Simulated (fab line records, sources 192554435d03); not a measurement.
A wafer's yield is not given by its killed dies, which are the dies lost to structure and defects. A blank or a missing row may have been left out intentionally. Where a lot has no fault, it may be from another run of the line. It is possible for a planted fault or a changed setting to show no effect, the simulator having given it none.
A lot that was struck, set against a sound lot | flow n5-finfet | 37 steps out of a route of 1938
Sound: these wafers, L308.3, L308.4, L308.5. Wafers struck: L318.2, L318.5, L318.6. The cause comes at the end.
Per side, at each step with rows, come the tool, then ch with its chambers, and then its first start. Under that, the readings that differ: sound wafers | struck wafers | difference of the means | sigmas: that difference in standard deviations of wafers without a fault.
alike: same words and numbers on both sides, and readings whose means sit less than 2 such deviations apart. not compared: any withheld reading, any reading some wafer has no value for, any bound like >300 that may hide the same value, and any number with overlapping values for which the record gives no deviation.
The two part at a step that has a row with sigmas, a row that says differs or no value, or rows on one side only. When numbers do not overlap yet have no deviation, they are printed without sigmas and do not part them. A reading that every wafer of one side lacks parts them only if that side has two wafers or more.

first, 12 steps without rows for these wafers: N5_GATE_CUT_HM_OPEN_40 (chemistry C4F6/O2, target SiO2, target depth 139 nm, time 85.1 s); N5_GATE_CUT_STRIP_41 (strips in CF4); N5_GATE_CUT_STRIP_42 (strips in O2); N5_GATE_CUT_ETCH_19 (etches SiNx in CH3F/O2, target depth 53.7 nm, time 76.7 s); N5_GATE_CUT_CUT_ETCH_53 (etches W in SF6/Cl2, target depth 79.2 nm); N5_GATE_CUT_CUT_ETCH_54 (etches TiN in Cl2/BCl3, target depth 96.7 nm); N5_GATE_CUT_CUT_ETCH_55 (etches HfO2 in BCl3, target depth 3.2 nm); N5_GATE_CUT_ETCH_47 (etches SiO2 in Cl2/BCl3, target depth 10 nm); N5_GATE_CUT_VAPOR_ETCH_48 (etches TiN in BCl3/Cl2); N5_GATE_CUT_VAPOR_ETCH_49 (etches TiAlC in BCl3/Cl2); N5_GATE_CUT_VAPOR_ETCH_51 (etches HfO2 in BCl3/Cl2); N5_GATE_CUT_STRIP_21 (strips in N2/H2, time 30 s).
N5_GATE_CUT_STRIP_29: strips in post etch residue remover, time 60 s.
  sound on wet-bench-02 ch 1,2,3, day 5 12:08; struck on wet-bench-01 ch 0,1,7, day 8 02:52
then, 23 steps without rows for these wafers: N5_GATE_CUT_SRD_52 (time 30 s); N5_GATE_CUT_ALD_22 (deposits SiNx, target thk 16 nm, pulse time 1 s, ald cycles 320); N5_GATE_CUT_CMP_23 (polishes, stops on SiO2, t overpolish 23.4 s, target thk 16 nm); N5_GATE_CUT_CMP_43 (polishes SiO2); N5_GATE_CUT_CMP_61 (polishes, stops on SiNx, t overpolish 3 s); N5_MOL_CONTACT_COAG_COAT_103 (time 60 s, resist thk 80 nm); N5_MOL_CONTACT_COAG_COAT_104 (time 60 s, resist thk 12 nm); N5_MOL_CONTACT_COAG_COAT_58 (time 60 s, resist thk 10 nm); N5_MOL_CONTACT_COAG_COAT_02 (resist thk 30 nm); N5_MOL_CONTACT_COAG_EBR_04; N5_MOL_CONTACT_COAG_SOFTBAKE_03 (time 60 s); N5_MOL_CONTACT_COAG_EXPOSE_05 (exposes mask CA, defocus 0 nm); N5_MOL_CONTACT_COAG_PEB_06 (peb time 60 s); N5_MOL_CONTACT_COAG_DEVELOP_07 (develop time 30 s); N5_MOL_CONTACT_COAG_DESCUM_13 (chemistry O2, time 7 s); N5_MOL_CONTACT_COAG_ETCH_59 (etches underlayer in N2/H2, target depth 13 nm, time 10.4 s); N5_MOL_CONTACT_COAG_ETCH_105 (etches SiARC in CF4, target depth 15.6 nm, time 26 s); N5_MOL_CONTACT_COAG_ETCH_106 (etches SOC in N2/H2, target depth 80 nm, overetch 16 nm, time 120 s); N5_MOL_CONTACT_COAG_STRIP_107 (strips in N2/H2); N5_MOL_CONTACT_COAG_STRIP_108 (strips in N2/H2); N5_MOL_CONTACT_COAG_CONTACT_ETCH_14 (etches SiO2 in C4F6/O2, target depth 27.5 nm, overetch 8.5 nm, time 20 s); N5_MOL_CONTACT_COAG_STRIP_109 (strips in C4F6/O2); N5_MOL_CONTACT_COAG_ETCH_15 (etches SiNx in CH3F/O2, stops on Si:P, target depth 7 nm).
-- the record jumps here: 9 days lie between the struck wafers' starts before and after (it left off in module MOL_CONTACT_COAG and takes up again in module PASSIVATION, whose first step shown is number 1936 of the route) --
N5_PASSIVATION_PROBE_49:
  rows exist in the record for the struck wafers here (prober-01, day 16 15:28), but not for the sound ones

## WHERE THEY PART
Within this record, at N5_PASSIVATION_PROBE_49 only.

WHY: the cause the simulator had injected
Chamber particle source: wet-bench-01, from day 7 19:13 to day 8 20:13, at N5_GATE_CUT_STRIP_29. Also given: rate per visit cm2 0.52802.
